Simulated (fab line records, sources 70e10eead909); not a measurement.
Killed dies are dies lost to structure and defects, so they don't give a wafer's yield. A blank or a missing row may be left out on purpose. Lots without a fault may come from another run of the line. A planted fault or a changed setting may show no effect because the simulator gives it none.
fab line records | flow nand_harc
record lots=6 wafers=18 last_day=32
route steps=1302 shown A_WL_FILL@960 END@1302
lots that met no fault: from a run of the same line without faults
start_h: hours from the record's first day to the start of the lot's first wafer shown | wait_h: hours since the lot's step before | " the same as in the row above | L1.1+2: a row that stands for several wafers | - no value, or no start given | * or withheld: withheld | < > ~ a bound
route shown NAME@n: a module of which the file shows steps, and the number in the route of the first | usual: mean/standard deviation of fault-free wafers | same: alike in all rows | chamber/n: place in a boat | sites: the reading at each site | _std_site: their standard deviation | _edge_site: outer sites' mean less inner sites' | radius_mm: how far each site lies from the wafer's centre | mask NAME#n: copy n | behind: the tool/chamber that last shaped the wafer | hold: why the lot was held/for how many hours/how that ended | device: the transistor (n, p or np) that didn't switch | end of line: the same wafers' tests at the end of the route | a step without rows: its recipe alone | killed: dies lost to structure and defects at the first sort, not the wafer's yield | map: a wafer's dies, x killed, . not, _ none there
set.NAME: the setting as run; set.NAME@STEP: as run at that earlier step | model.NAME: the simulator's own value behind a step, which no gauge read
lots at some steps of the route; a table a step, a row a wafer
services: from which hour (start_h, from the record's first day; less than 0 if before it) a tool's chamber was out of use, for how many hours, and why
## steps
# step NHARC_A_WL_FILL_STRIP_28
# recipe time_s=1200 temp_c=72.5 chemistry=post_etch_residue_remover
# step NHARC_A_WL_FILL_PRECLEAN_06
# recipe time_s=300 chemistry=DIW
# step NHARC_A_WL_FILL_SRD_07
# step NHARC_A_WL_FILL_ANNEAL_08
# recipe temp_c=450 time_s=1800
# step NHARC_A_WL_FILL_ALD_10
# recipe target_thk_a=500 pulse_time_s=10 ald_cycles=500 temp_c=300 material=SiO2
# usual heater_power_w=444/56 precursor_pulse_height_rel=1.002/0.022
# columns lot.wafer tool chamber start_h wait_h heater_power_w precursor_pulse_height_rel
L281.1 ald_hk-04 2 469.52 0.6 379 1.008
L281.3 " 3 " " 513 0.996
L281.6 " 2 471.56 2.6 357 1.021
L282.3 ald_hk-03 3 484.04 0.1 376 1.020
L282.1 " 2 487.08 3.1 464 1.025
L282.6 " 3 488.10 4.1 374 1.056
L291.2 ald_hk-04 0 588.85 0.1 423 0.987
L291.1 " 3 590.38 1.6 502 1.007
L291.6 " 1 591.40 2.6 417 0.969
L298.2 ald_hk-02 2 649.11 0.6 431 0.977
L298.4 " 3 " " 382 1.018
L298.6 " 1 650.66 2.1 530 1.014
L300.1 ald_hk-04 2 663.91 0.6 400 1.011
L300.3 " 3 " " 533 0.988
L300.6 " 2 665.95 2.6 400 0.999
L301.1 ald_hk-03 1 673.45 0.1 528 1.004
L301.3 " 3 674.47 1.1 382 1.023
L301.6 " 1 675.50 2.1 523 1.009
# step NHARC_A_WL_FILL_ETCHBACK_16
# recipe target_depth_a=1200 time_s=24 c4f8_flow_sccm=withheld o2_flow_sccm=8 ar_flow_sccm=withheld rf_w=600 bias_w=800 chemistry=C4F8/O2/Ar
# usual chamber_pressure_mTorr=25.007/0.021 oes_product_au=0.979/0.03 rf_vpp_V=721/3.3
# same time_s=24
# columns lot.wafer tool chamber start_h wait_h chamber_pressure_mTorr oes_product_au rf_hours_counter_h rf_vpp_V
L281.1 rie_diel-08 3 - - 24.993 0.994 3.4 725
L281.3 " 0 " " 24.993 0.995 3.2 727
L281.6 " 2 " " 24.995 0.996 - 718
L282.3 rie_diel-08 1 - - 25.033 0.989 4.2 723
L282.1 " 3 " " 25.033 0.985 4.2 723
L282.6 " 3 " " 25.044 0.986 - 723
L291.2 rie_diel-08 1 - - 25.020 0.995 1.6 723
L291.1 " 2 " " 25.011 1.003 1.5 716
L291.6 " 1 " " 24.976 0.996 - 724
L298.2 rie_diel-06 3 - - 25.010 0.990 6.9 722
L298.4 " 2 " " 25.007 1.000 8.4 718
L298.6 " 3 " " 24.997 0.990 - 722
L300.3 rie_diel-08 2 - - 25.015 1.004 3.8 718
L300.1 " 0 " " 24.987 1.000 4.3 728
L300.6 " 3 " " 25.000 0.984 - 723
L301.1 rie_diel-06 2 - - 25.020 0.998 0.2 717
L301.3 " 3 " " 25.046 0.984 0.1 721
L301.6 " 2 " " 25.003 0.985 - 718
# step NHARC_A_WL_FILL_STRIP_29
# recipe time_s=20 o2_flow_sccm=500 ar_flow_sccm=0 bias_w=0 chemistry=O2
# usual chamber_pressure_mTorr=60.00/0.059 drypump_motor_current_A=5.6/0.49 o2_flow_sccm=500.1/1.7 oes_product_au=0.995/0.01 rf_vpp_V=57.6/0.88 showerhead_plenum_p_Torr=3.47/0.11 throttle_valve_pct=17.036/0.0088
# same time_s=20
# columns lot.wafer tool chamber start_h wait_h chamber_pressure_mTorr drypump_motor_current_A o2_flow_sccm oes_product_au rf_hours_counter_h rf_vpp_V showerhead_plenum_p_Torr throttle_valve_pct
L281.3 rie_diel-08 1 473.72 0.1 60.04 5.7 502.2 1.003 3.4 56.7 3.53 17.031
L281.1 " 2 " " 59.99 5.1 497.8 0.985 3.5 57.8 3.34 17.029
L281.6 " 1 " " 60.10 5.6 502.9 1.005 - 57.8 3.53 17.031
L282.3 rie_diel-08 0 491.79 0.1 59.92 5.7 496.1 1.001 4.1 57.4 3.65 17.056
L282.1 " 3 " " 59.97 6.2 502.6 0.986 4.2 58.6 3.55 17.042
L282.6 " 0 " " 59.90 5.7 499.2 0.992 - 57.8 3.65 17.036
L291.2 rie_diel-08 0 593.57 0.1 59.95 5.7 499.2 1.004 1.7 58.5 3.64 17.044
L291.1 " 3 " " 60.01 6.2 501.1 0.989 1.6 57.6 3.55 17.019
L291.6 " 1 " " 60.04 5.6 503.9 1.004 - 56.8 3.52 17.040
L298.2 rie_diel-06 3 653.35 0.1 60.00 6.2 503.3 0.994 6.9 56.2 3.47 17.028
L298.4 " 0 " " 59.93 4.7 499.9 0.992 7.8 56.8 3.41 17.055
L298.6 " 3 " " 59.87 6.2 499.9 0.990 - 55.9 3.47 17.037
L300.3 rie_diel-08 2 668.10 0.1 60.01 5.1 500.1 1.010 3.8 57.3 3.33 17.034
L300.1 " 3 " " 59.95 6.2 499.3 0.998 4.0 56.5 3.55 17.037
L300.6 " 2 " " 60.10 5.1 497.8 1.011 - 57.4 3.33 17.036
L301.3 rie_diel-06 3 678.18 0.1 59.96 6.2 500.1 0.995 0.1 57.1 3.47 17.023
L301.1 " 0 " " 60.07 4.7 499.2 0.995 0.1 58.4 3.41 17.040
L301.6 " 1 " " 60.12 5.8 498.8 0.997 - 57.5 3.37 17.038
# step NHARC_A_WL_FILL_ETCHBACK_17
# recipe target_depth_a=40 time_s=26.7 chemistry=Cl2/BCl3
# usual chamber_pressure_mTorr=10.000/0.0091 drypump_motor_current_A=5.60/0.13 oes_product_au=1.004/0.012
# same time_s=26.7
# columns lot.wafer tool chamber start_h wait_h chamber_pressure_mTorr drypump_motor_current_A oes_product_au rf_hours_counter_h
L281.1 rie_metal-03 0 473.82 - 9.988 5.54 1.006 3.0
L281.3 " 0 " " 9.995 5.51 1.006 -
L281.6 " 0 " " 9.997 5.51 1.012 -
L282.1 rie_metal-01 0 491.90 - 9.985 5.60 0.989 1.4
L282.3 " 0 " " 9.999 5.61 1.001 -
L282.6 " 0 " " 9.991 5.60 1.000 -
L291.1 rie_metal-03 0 593.65 - 10.000 5.53 1.010 1.7
L291.2 " 1 " " 9.997 5.78 0.981 1.4
L291.6 " 0 " " 10.004 5.51 0.997 -
L298.2 rie_metal-02 0 653.46 - 9.988 5.53 1.003 0.2
L298.4 " 0 " " 10.004 5.53 0.996 -
L298.6 " 1 " " 9.987 5.78 0.986 -
L300.1 rie_metal-02 0 668.19 - 10.006 5.49 1.005 0.5
L300.3 " 0 " " 10.007 5.51 1.014 -
L300.6 " 0 " " 10.005 5.52 1.011 -
L301.1 rie_metal-03 1 678.28 - 9.997 5.76 0.995 2.8
L301.3 " 0 " " 10.005 5.57 1.016 -
L301.6 " 0 " " 10.013 5.54 1.008 -
# step NHARC_A_WL_FILL_PRECLEAN_18
# recipe time_s=30 chemistry=dHF
# step NHARC_A_WL_FILL_SRD_21
# step NHARC_A_WL_FILL_CVD_23
# recipe target_thk_a=400 temp_c=620 pressure_mtorr=200 time_s=800 material=poly-Si
# step NHARC_A_WL_FILL_ETCHBACK_26
# recipe target_depth_a=520 time_s=13.3 hbr_flow_sccm=150 rf_w=350 icp_w=350 bias_w=60 chemistry=HBr
# usual chamber_pressure_mTorr=14.999/0.014 drypump_motor_current_A=5.6/0.4 oes_product_au=0.998/0.0089 throttle_valve_pct=23.265/0.0089
# same time_s=13.3
# columns lot.wafer tool chamber start_h wait_h chamber_pressure_mTorr drypump_motor_current_A oes_product_au rf_hours_counter_h throttle_valve_pct
L281.3 rie_si-02 2 479.01 0.4 14.997 5.5 0.993 0.1 23.260
L281.1 " 0 " " 14.984 6.1 0.994 0.1 23.263
L281.6 " 0 " " 14.994 6.2 0.991 - 23.253
L282.3 rie_si-06 0 497.11 0.4 15.007 5.2 0.989 0.4 23.265
L282.1 " 1 " " 14.998 5.0 1.005 0.5 23.267
L282.6 " 3 " " 15.001 6.2 0.998 - 23.263
L291.1 rie_si-06 0 598.74 0.4 15.002 5.2 0.992 1.0 23.260
L291.2 " 2 " " 15.009 5.6 0.994 1.1 23.250
L291.6 " 1 " " 14.985 5.0 1.006 - 23.266
L298.4 rie_si-02 0 658.65 0.4 15.017 6.2 1.007 0.1 23.263
L298.2 " 3 " " 14.998 6.0 0.909 0.1 23.258
L298.6 " 1 " " 14.996 5.3 0.899 - 23.260
L300.3 rie_si-06 3 673.41 0.4 15.006 6.2 1.014 0.4 23.268
L300.1 " 1 " " 15.003 5.0 1.008 0.3 23.276
L300.6 " 3 " " 14.973 6.2 1.006 - 23.262
L301.1 rie_si-02 2 683.51 0.4 14.976 5.5 1.011 0.3 23.273
L301.3 " 3 " " 14.975 6.0 1.012 0.3 23.263
L301.6 " 0 " " 15.003 6.2 0.912 - 23.251
# step NHARC_A_WL_FILL_PRECLEAN_30
# recipe time_s=10 chemistry=dHF
# step NHARC_END_SORT_01
# recipe temp_c=25
# usual killed_at_array=51/17 killed_at_other=1.0/1.2 killed_at_periphery=3.4/2.5 killed_dies=56/17 killed_open=3.3/2.1 killed_short=2.6/1.6
# same gross_dies=677
# columns lot.wafer tool chamber start_h wait_h killed_at_array killed_at_other killed_at_periphery killed_dies killed_open killed_short
L281.1 prober-02 0 568.17 2.5 54 0 2 56 3 6
L281.3 prober-02 0 569.79 3.1 55 0 0 55 1 4
L281.6 prober-02 0 572.23 4.1 51 1 1 53 2 2
L282.1 prober-01 0 581.13 2.5 48 0 0 48 6 1
L282.3 prober-01 0 582.75 3.1 70 1 2 73 2 2
L282.6 prober-01 0 585.17 4.0 77 2 0 79 3 2
L291.1 prober-01 0 696.72 2.4 47 2 3 52 0 6
L291.2 prober-01 0 697.52 2.8 26 4 2 32 2 4
L291.6 prober-01 0 700.73 4.0 33 0 1 34 1 4
L298.2 prober-02 0 738.37 2.8 48 1 1 50 5 1
L298.4 prober-02 0 739.95 3.4 64 1 1 66 3 0
L298.6 prober-02 0 741.53 3.9 74 3 2 79 5 4
L300.1 prober-01 0 761.42 2.5 37 0 3 40 3 2
L300.3 prober-01 0 763.02 3.1 46 0 4 50 2 1
L300.6 prober-01 0 765.42 4.0 30 3 1 34 3 1
L301.1 prober-01 0 769.21 2.5 41 1 3 45 2 2
L301.3 prober-01 0 770.82 3.1 39 2 4 45 3 2
L301.6 prober-01 0 773.23 4.0 42 1 6 49 2 2
# killed by level:class
L281.1 A_CHANNEL_HOLE_D2:chamber_film_flake=42 A_ONON_D2:geometric_particle:short=2 A_CONTACT:geometric_particle:open=2 A_WL_FILL:chamber_film_flake=2 P_GATE:geometric_particle:open=1 A_SOURCE_PLATE:geometric_particle:short=1 A_ONON_D1:geometric_particle:short=1 A_WL_FILL:geometric_particle:short=1
L281.3 A_CHANNEL_HOLE_D2:chamber_film_flake=36 A_WL_FILL:chamber_film_flake=6 A_CHANNEL_HOLE_D1:chamber_film_flake=5 A_CONTACT:chamber_film_flake=3 A_CHANNEL_FILL_D1:geometric_particle:short=2 A_ONON_D1:geometric_particle:open=1 A_DECK1_JOINT:geometric_particle:short=1 A_WL_FILL:geometric_particle:short=1
L281.6 A_CHANNEL_HOLE_D2:chamber_film_flake=39 A_WL_FILL:chamber_film_flake=6 A_CHANNEL_HOLE_D1:chamber_film_flake=2 A_CONTACT:chamber_film_flake=2 P_M0:geometric_particle:short=1 A_CHANNEL_HOLE_D2:geometric_particle:open=1 A_WL_FILL:geometric_particle:short=1 STARTING-WAFER:geometric_particle:open=1
L282.1 A_SLIT:chamber_film_flake=22 A_CHANNEL_HOLE_D1:chamber_film_flake=10 A_CHANNEL_HOLE_D2:chamber_film_flake=6 A_ONON_D1:geometric_particle:open=1 A_CHANNEL_FILL_D1:geometric_particle:open=1 A_DECK1_JOINT:geometric_particle:short=1 A_ONON_D2:geometric_particle:open=1 A_SGD_CUT:geometric_particle:open=1
L282.3 A_CHANNEL_HOLE_D1:chamber_film_flake=34 A_SLIT:chamber_film_flake=15 A_CHANNEL_HOLE_D2:chamber_film_flake=8 A_CONTACT:chamber_film_flake=5 A_WL_FILL:chamber_film_flake=3 A_SGD_CUT:chamber_film_flake=2 P_CONTACT:geometric_particle:short=1 P_M1:geometric_particle:open=1
L282.6 A_CHANNEL_HOLE_D1:chamber_film_flake=27 A_SLIT:chamber_film_flake=27 A_CHANNEL_HOLE_D2:chamber_film_flake=6 A_SGD_CUT:chamber_film_flake=6 A_CONTACT:chamber_film_flake=3 A_ONON_D1:geometric_particle:open=2 A_WL_FILL:chamber_film_flake=2 A_CHANNEL_FILL_D1:geometric_particle:short=1
L291.1 A_CHANNEL_HOLE_D1:chamber_film_flake=34 A_M0:geometric_particle:short=4 A_CHANNEL_HOLE_D2:unspecified=2 A_SLIT:chamber_film_flake=2 A_CONTACT:chamber_film_flake=2 THIN_TSV:chamber_film_flake=2 P_M0:geometric_particle:short=1 A_SGD_CUT:geometric_particle:short=1
L291.2 A_CHANNEL_HOLE_D1:chamber_film_flake=10 A_CONTACT:chamber_film_flake=6 THIN_TSV:chamber_film_flake=4 A_CHANNEL_FILL_D2:geometric_particle:short=2 A_CHANNEL_HOLE_D2:unspecified=2 P_M2:geometric_particle:short=1 A_ONON_D2:geometric_particle:open=1 A_CHANNEL_FILL_D2:geometric_particle:open=1
L291.6 A_CHANNEL_HOLE_D1:chamber_film_flake=14 A_CONTACT:chamber_film_flake=5 A_M0:geometric_particle:short=2 A_DECK1_JOINT:chamber_film_flake=2 A_CHANNEL_HOLE_D2:chamber_film_flake=2 A_ONON_D2:geometric_particle:short=1 A_CHANNEL_FILL_D2:geometric_particle:open=1 A_WL_FILL:geometric_particle:short=1
L298.2 A_CHANNEL_HOLE_D2:chamber_film_flake=17 A_CHANNEL_HOLE_D1:chamber_film_flake=11 A_CONTACT:chamber_film_flake=8 A_SLIT:chamber_film_flake=3 A_WL_FILL:chamber_film_flake=2 A_CHANNEL_FILL_D1:geometric_particle:short=1 A_CHANNEL_FILL_D1:geometric_particle:open=1 A_ONON_D2:geometric_particle:open=1
L298.4 A_CHANNEL_HOLE_D2:chamber_film_flake=26 A_CHANNEL_HOLE_D1:chamber_film_flake=12 A_CONTACT:chamber_film_flake=12 A_SLIT:chamber_film_flake=4 A_WL_FILL:chamber_film_flake=4 A_STAIRCASE:chamber_film_flake=2 P_M2:geometric_particle:open=1 A_DECK1_JOINT:geometric_particle:open=1
L298.6 A_CHANNEL_HOLE_D1:chamber_film_flake=37 A_CHANNEL_HOLE_D2:chamber_film_flake=21 A_CONTACT:chamber_film_flake=3 A_ONON_D2:geometric_particle:open=2 A_WL_FILL:geometric_particle:short=2 A_SLIT:chamber_film_flake=2 HYBRID_BOND:chamber_film_flake=2 P_M1:geometric_particle:open=1
L300.1 A_SLIT:chamber_film_flake=12 A_CHANNEL_HOLE_D1:chamber_film_flake=9 A_CONTACT:chamber_film_flake=8 A_STAIRCASE:chamber_film_flake=3 P_M0:geometric_particle:short=1 A_SOURCE_PLATE:geometric_particle:open=1 A_CHANNEL_FILL_D1:geometric_particle:open=1 A_ONON_D2:geometric_particle:short=1
L300.3 A_CHANNEL_HOLE_D1:chamber_film_flake=31 A_CONTACT:chamber_film_flake=5 A_STAIRCASE:chamber_film_flake=4 A_SLIT:chamber_film_flake=3 P_ZERO_WELL:chamber_film_flake=2 P_GATE:geometric_particle:short=1 A_SOURCE_PLATE:geometric_particle:open=1 A_CONTACT:geometric_particle:open=1
L300.6 A_CHANNEL_HOLE_D1:chamber_film_flake=12 A_SLIT:chamber_film_flake=6 A_CONTACT:chamber_film_flake=6 A_STAIRCASE:chamber_film_flake=3 A_CHANNEL_FILL_D2:geometric_particle:open=1 A_CONTACT:geometric_particle:open=1 STARTING-WAFER:geometric_particle:short=1 STARTING-WAFER:geometric_particle:open=1
L301.1 A_CHANNEL_HOLE_D1:chamber_film_flake=14 A_CONTACT:chamber_film_flake=7 A_SLIT:chamber_film_flake=5 A_BONDPAD:chamber_film_flake=5 A_STAIRCASE:chamber_film_flake=3 P_ZERO_WELL:chamber_film_flake=2 A_WL_FILL:chamber_film_flake=2 A_ONON_D1:geometric_particle:open=1
L301.3 A_CHANNEL_HOLE_D1:chamber_film_flake=16 A_SLIT:chamber_film_flake=8 A_CONTACT:chamber_film_flake=3 P_M2:chamber_film_flake=2 A_CHANNEL_FILL_D1:chamber_film_flake=2 A_DECK1_JOINT:chamber_film_flake=2 A_STAIRCASE:chamber_film_flake=2 THIN_TSV:chamber_film_flake=2
L301.6 A_CHANNEL_HOLE_D1:chamber_film_flake=16 A_CONTACT:chamber_film_flake=8 P_ZERO_WELL:chamber_film_flake=4 A_BONDPAD:chamber_film_flake=4 A_STAIRCASE:chamber_film_flake=3 A_SLIT:chamber_film_flake=3 P_M2:chamber_film_flake=2 A_CHANNEL_HOLE_D2:chamber_film_flake=2
## services
# columns tool chamber start_h hours kind
rie_metal-03 1 451.67 9.5 repair
rie_metal-02 - 454.00 9.0 pm
rie_si-02 - 454.00 9.0 pm
rie_diel-08 - 457.21 0.4 repair
rie_diel-06 3 458.55 45.8 repair
rie_si-02 1 477.88 3.6 repair
rie_diel-06 - 484.22 9.0 pm
rie_diel-08 2 484.34 21.7 repair
rie_diel-08 3 506.59 4.7 repair
rie_diel-06 0 513.27 4.5 repair
rie_metal-03 - 516.62 1.1 repair
rie_metal-03 - 519.09 9.0 pm
rie_diel-08 - 544.80 9.0 pm
rie_metal-03 1 546.10 2.3 repair
rie_diel-06 1 548.60 2.1 repair
rie_si-02 3 570.92 6.6 repair
ald_hk-03 - 575.94 10.0 pm
rie_diel-08 - 580.02 0.4 repair
rie_metal-02 0 590.83 4.5 repair
rie_diel-06 1 592.48 1.4 repair
rie_si-06 - 603.31 9.0 pm
rie_si-02 - 631.00 9.0 pm
rie_diel-06 - 661.22 9.0 pm
rie_metal-03 1 681.10 5.1 repair
## key
first_sign step=NHARC_A_WL_FILL_ETCHBACK_26 reading=oes_product_au direction=down sigmas=10 usual=0.998 struck=0.907
effect none on later readings
met_at NHARC_A_WL_FILL_ETCHBACK_26
struck_wafers L298.2,L298.6,L301.6
tester_left_out L298,L301
onset_between 479.01 658.65
fault kind=process_parameter_drift tool=rie_si-02 chamber=- onset_h=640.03 steps=NHARC_A_WL_FILL_ETCHBACK_26 channel=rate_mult offset=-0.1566 shape=step end_h=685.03 scope=struck_wafers_only
# tester_left_out: of these lots the tester's yield and bins aren't shown, on N5 and GAA mostly nor the transistor test; their killed dies are dies lost to structure and defects alone, not to doping, threshold or leakage, so they don't give the yield
